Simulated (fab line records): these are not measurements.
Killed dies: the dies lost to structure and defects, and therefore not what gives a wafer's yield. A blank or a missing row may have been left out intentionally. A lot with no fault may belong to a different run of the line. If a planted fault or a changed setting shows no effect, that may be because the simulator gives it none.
Chamber matching :: flow n5_finfet :: N5_BEOL_M10_DESCUM_33 on rie_diel-06 has 4 sister chambers
The step chemistry O2, time 7.9 s. 4 wafers are shown with their chamber, then 9 later ones without.

== WAFERS WITH THEIR CHAMBER ==
wafer: L076.1
chamber: 1
showerhead_plenum_p_Torr (Torr): 2.05

wafer: L086.6
chamber: 0
showerhead_plenum_p_Torr (Torr): 2.16

wafer: L087.5
chamber: 3
showerhead_plenum_p_Torr (Torr): 2.17

wafer: L087.6
chamber: 2
showerhead_plenum_p_Torr (Torr): 2.04

== WAFERS WHOSE CHAMBER IS MISSING ==
wafer: L091.1
showerhead_plenum_p_Torr (Torr): 2.03

wafer: L091.5
showerhead_plenum_p_Torr (Torr): 2.16

wafer: L091.6
showerhead_plenum_p_Torr (Torr): 2.16

wafer: L092.1
showerhead_plenum_p_Torr (Torr): 2.03

wafer: L092.2
showerhead_plenum_p_Torr (Torr): 2.16

wafer: L092.3
showerhead_plenum_p_Torr (Torr): 2.04

wafer: L097.3
showerhead_plenum_p_Torr (Torr): 2.03

wafer: L097.4
showerhead_plenum_p_Torr (Torr): 2.04

wafer: L097.5
showerhead_plenum_p_Torr (Torr): 2.03

== EACH ONE'S CHAMBER ==
wafer: L091.1
from the rows above: can't be placed: 2 or 1
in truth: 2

wafer: L091.5
from the rows above: can't be placed: 0 or 3
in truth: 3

wafer: L091.6
from the rows above: can't be placed: 0 or 3
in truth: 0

wafer: L092.1
from the rows above: can't be placed: 2 or 1
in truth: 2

wafer: L092.2
from the rows above: can't be placed: 0 or 3
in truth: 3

wafer: L092.3
from the rows above: can't be placed: 2 or 1
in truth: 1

wafer: L097.3
from the rows above: can't be placed: 2 or 1
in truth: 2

wafer: L097.4
from the rows above: can't be placed: 2 or 1
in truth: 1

wafer: L097.5
from the rows above: can't be placed: 2 or 1
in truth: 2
Placed correctly: 0 of 9. These rows do not allow placing 9 (true chamber among the candidates in 9). 0 placed wrongly.
How it was worked out, from the rows above alone: a wafer's distance from a chamber is the root of the sum, over the readings, of the square of ((its reading less the chamber's mean) divided by the reading's scatter). If the next closest chamber is less than 2 further off than the closest, the wafer can't be placed; otherwise it belongs to the closest. A chamber's mean is the mean of its shown wafers. The scatter (one wafer shown for each chamber): square how far every hidden wafer sits from the nearest shown wafer, average those squares and take the square root.
